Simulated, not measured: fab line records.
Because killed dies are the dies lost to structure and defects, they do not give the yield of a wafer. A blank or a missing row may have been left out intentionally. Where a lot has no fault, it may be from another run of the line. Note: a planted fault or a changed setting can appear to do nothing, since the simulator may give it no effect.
A struck lot beside a sound one -- flow n5 finfet -- 19 out of 1938 route steps
Sound: wafers L647.2, L647.5, L647.6. Struck: wafers L664.1, L664.3, L664.6. At the end, the cause is stated.
Order at every step that has rows: each side's tool, ch and its chambers, its first start. Under that, the readings that differ: sound wafers -- struck wafers -- difference of the means -- sigmas: that difference in standard deviations of wafers without a fault.
alike: same words and numbers on both sides, and readings whose means sit less than 2 such deviations apart. not compared: any withheld reading, any reading some wafer has no value for, any bound like >300 that may hide the same value, and any number with overlapping values for which the record gives no deviation.
The two part at a step that has a row with sigmas, a row that says differs or no value, or rows on one side only. Non-overlapping numbers with no deviation appear without sigmas and do not part them. A reading that every wafer of one side lacks parts them only if that side has two wafers or more.

first, 2 steps without rows for these wafers: N5_BEOL_M2_STRIP_65 (strips in N2/H2); N5_BEOL_M2_STRIP_75 (strips in N2/H2).
N5_BEOL_M2_STRIP_66: strips in CF4.
  sound on rie diel-06 ch 1,2,3, day 7 06:46; struck on rie diel-06 ch 0,1,2, day 11 09:07
  alike: drypump motor current A, oes product au, rf vpp V, showerhead plenum p Torr, throttle valve pct
  not compared: rf hours counter h
N5_BEOL_M2_HM_OPEN_17: chemistry Cl2/BCl3, target TiN, target depth 20 nm, overetch 6 nm.
  sound on rie metal-01 ch 0,1, day 7 06:49; struck on rie metal-01 ch 0,1, day 11 09:09
  alike: drypump motor current A, oes product au, throttle valve pct
  not compared: rf hours counter h
N5_BEOL_M2_STRIP_19: strips in O2.
  sound on rie diel-01 ch 2,3, day 7 06:55; struck on rie diel-06 ch 0,1, day 11 09:16
  alike: drypump motor current A, oes product au, rf vpp V, showerhead plenum p Torr, throttle valve pct
  not compared: rf hours counter h
N5_BEOL_M2_CD_MEAS_18: pitch 36 nm, target cd 18 nm.
  sound on cd sem-03 at day 7 06:59; struck on cd sem-02 at day 11 09:20
  alike: cd nm
then, 6 steps without rows for these wafers: N5_BEOL_M2_COAT_67 (time 60 s, resist thk 60 nm); N5_BEOL_M2_COAT_68 (time 60 s, resist thk 12 nm); N5_BEOL_M2_COAT_76 (time 60 s, resist thk 5 nm); N5_BEOL_M2_COAT_22 (resist thk 30 nm); N5_BEOL_M2_EBR_24; N5_BEOL_M2_SOFTBAKE_23 (time 60 s).
N5_BEOL_M2_EXPOSE_25: exposes mask V1, defocus 5 nm.
  sound on euv scanner-02 ch 0, day 7 07:18; struck on euv scanner-02 ch 0, day 11 09:34
reading,sound,struck,difference,sigmas
exposure dose mJ cm2,63.05 62.99 63.04,65.59 65.70 65.57,+2.59,+28
  alike: mask
then, 2 steps without rows for these wafers: N5_BEOL_M2_PEB_26 (peb time 60 s); N5_BEOL_M2_DEVELOP_27 (develop time 30 s).
N5_BEOL_M2_CD_MEAS_28: target cd 26.2 nm, target cd y 24.1 nm.
  sound on cd sem-02 ch 0, day 7 07:26; struck on cd sem-03 ch 0, day 11 09:43
reading,sound,struck,difference,sigmas
cd nm (nm),25.76 26.01 26.60,27.09 26.99 26.69,+0.80,+3
N5_BEOL_M2_OVL_MEAS_29:
  sound on overlay-02 ch 0, day 7 07:28; struck on overlay-01 ch 0, day 11 09:44
  alike: V1_OVL
N5_BEOL_M4_RC_MEAS_101:
  sound on prober-01 ch 0, day 8 15:46; struck on prober-01 ch 0, day 13 03:11
  alike: DIBL_N, DIBL_P, IOFF_N, IOFF_P, ION_N, ION_P, SS_N, SS_P, VT_N, VT_P
-- the record jumps here: 5 days lie between the struck wafers' starts before and after (it left off in module BEOL_M4 and takes up again in module PASSIVATION, whose first step shown is number 1936 of the route) --
N5_PASSIVATION_PROBE_49:
  the record has rows for the struck wafers here (prober-01, day 17 16:21) and none for the sound ones

## WHERE THEY PART
First at N5_BEOL_M2_EXPOSE_25; last, within this record, at N5_PASSIVATION_PROBE_49.

WHY: the cause the simulator had injected
Process parameters drifting: euv scanner-02 at N5_BEOL_M2_EXPOSE_25, beginning at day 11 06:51. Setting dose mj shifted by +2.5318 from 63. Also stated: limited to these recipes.
